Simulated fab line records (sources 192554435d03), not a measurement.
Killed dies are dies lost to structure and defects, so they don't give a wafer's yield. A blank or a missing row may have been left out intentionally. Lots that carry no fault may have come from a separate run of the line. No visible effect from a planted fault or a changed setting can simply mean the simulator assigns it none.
A struck lot beside a sound one + flow n5-finfet + 36 out of 1938 route steps
Sound: these wafers, L709.2, L709.3, L709.5. Wafers struck: L728.4, L728.5. The cause is given at the end.
Per side, at each step with rows, come the tool, then ch with its chambers, and then its first start. Under that, the readings that differ: sound wafers + struck wafers + difference of the means + sigmas: that difference in standard deviations of wafers without a fault.
alike: readings whose means differ by less than 2 such deviations, and words and numbers that are the same on both sides. not compared: withheld readings, readings that some wafer has no value for, bounds like >300 that may hide the same value, and numbers for which the record gives no deviation and whose values overlap.
A row with sigmas, a row that says differs or no value, or rows on one side alone: a step with any of these is where the two part. When numbers do not overlap yet have no deviation, they are printed without sigmas and do not part them. A reading missing from all wafers of one side parts the sides only when that side holds two or more wafers.

first, 10 steps without rows for these wafers: N5_FIN_SAQP_ETCH_69 (etches SOC in N2/H2, stops on SiNx, target depth 150 nm); N5_FIN_SAQP_ETCH_67 (etches SiNx in CH3F/O2, target depth 30 nm); N5_FIN_SAQP_STRIP_70 (strips in N2/H2); N5_FIN_SAQP_RECESS_71 (chemistry HF/NH3, target SiO2, target depth 3 nm, afs cycles 1, sublimation time 60 s); N5_FIN_SAQP_SPACER2_ALD_28 (deposits SiO2, target thk 8.1 nm, pulse time 1 s, purge time 2 s); N5_FIN_SAQP_SPACER2_ETCHBACK_29 (etches SiO2 in CHF3/O2, target depth 12.2 nm, time 6.1 s); N5_FIN_SAQP_MANDREL2_REMOVE_60 (chemistry HBr/Cl2/O2, target a-Si, stops on SiNx, bt time 10 s); N5_FIN_SAQP_HM_OPEN_33 (chemistry CH3F/O2, target SiNx, target depth 49.4 nm, time 70.6 s); N5_FIN_SAQP_ETCH_34 (etches SiO2 in C4F6/O2, target depth 45 nm, time 15 s); N5_FIN_SAQP_STRIP_77 (strips in N2/H2, time 90 s).
N5_FIN_SAQP_ETCH_64: etches SiO2 in CF4, target depth 1.5 nm.
  sound on rie-si-03 ch 0,1, day 3 02:59; struck on rie-si-05 ch 1, day 7 19:52
| reading                  | sound             | struck      | difference | sigmas |
|--------------------------|-------------------|-------------|------------|--------|
| oes-product-au (a.u.)    | 0.99 1.03 1.04    | 1.38 1.37   | +0.35      | +11    |
| model.etch.depth-nm (nm) | 1.443 1.592 1.601 | 2.404 2.376 | +0.845     |        |
  alike: bias-w, drypump-motor-current-A, throttle-valve-pct
  not compared: rf-hours-counter-h, model.SiNx_of_FIN_SAQP_HM_DEP_03.thk-nm
then, 23 steps without rows for these wafers: N5_FIN_SAQP_FIN_ETCH_36 (etches the open film in HBr/Cl2/O2, target depth 120 nm, time 50.4 s); N5_FIN_SAQP_PRECLEAN_38 (cleans in O3/DIW, time 45 s); N5_FIN_SAQP_PRECLEAN_45 (cleans in dHF, time 10 s); N5_FIN_SAQP_SRD_39 (time 30 s); N5_FIN_CUT_COAT_18 (time 60 s, resist thk 230 nm); N5_FIN_CUT_COAT_19 (time 60 s, resist thk 20 nm); N5_FIN_CUT_COAT_29 (time 60 s, resist thk 10 nm); N5_FIN_CUT_COAT_02 (resist thk 30 nm); N5_FIN_CUT_EBR_04; N5_FIN_CUT_SOFTBAKE_03 (time 60 s); N5_FIN_CUT_EXPOSE_05 (exposes mask FIN CUT); N5_FIN_CUT_PEB_06 (peb time 60 s); N5_FIN_CUT_DEVELOP_07 (develop time 30 s); N5_FIN_CUT_DESCUM_13 (chemistry O2, time 7 s); N5_FIN_CUT_ETCH_30 (etches underlayer in N2/H2, target depth 13 nm, time 10.4 s); N5_FIN_CUT_ETCH_20 (etches SiARC in CF4, target depth 26 nm, time 43.3 s); N5_FIN_CUT_ETCH_21 (etches SOC in N2/H2, target depth 219 nm, overetch 43.8 nm, time 523.5 s); N5_FIN_CUT_STRIP_23 (strips in N2/H2); N5_FIN_CUT_STRIP_31 (strips in N2/H2); N5_FIN_CUT_STRIP_24 (strips in CF4); N5_FIN_CUT_CUT_ETCH_26 (etches SiNx in CH3F/O2, target depth 39 nm, time 55.7 s); N5_FIN_CUT_CUT_ETCH_27 (etches SiO2 in CHF3/O2, target depth 4 nm, overetch 2 nm, time 4.9 s); N5_FIN_CUT_PRECLEAN_35 (cleans in vHF, time 13.3 s).
N5_STI_FIN_REVEAL_RECESS_09: chemistry HF/NH3, target SiO2, afs cycles 11, target depth 42.5 nm, sublimation time 60 s.
  sound on vapor-etch-02 ch 0,1, day 3 12:05; struck on vapor-etch-01 ch 0,1, day 8 04:05
  alike: drypump-motor-current-A
  not compared: model.SiNx_of_FIN_SAQP_HM_DEP_03.thk-nm
-- here the record skips 6 days between the struck wafers' starts before and after, leaving off in module STI_FIN_REVEAL and picking up in module BEOL_M4 (first step shown: number 1111 of the route) --
N5_BEOL_M4_RC_MEAS_101:
  sound on prober-02 ch 0, day 8 14:42; struck on prober-02 ch 0, day 13 19:31
  alike: DIBL_N, DIBL_P, IOFF_N, IOFF_P, ION_N, ION_P, SS_N, SS_P, VT_N, VT_P

WHERE THEY PART
At N5_FIN_SAQP_ETCH_64 and nowhere else, as far as this record goes. Later steps at which nothing parts them and some readings are alike: N5_STI_FIN_REVEAL_RECESS_09, N5_BEOL_M4_RC_MEAS_101.

WHY: whatever the simulator had introduced
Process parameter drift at N5_FIN_SAQP_ETCH_64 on rie-si-05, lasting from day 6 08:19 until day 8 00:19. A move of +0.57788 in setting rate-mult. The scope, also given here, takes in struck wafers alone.
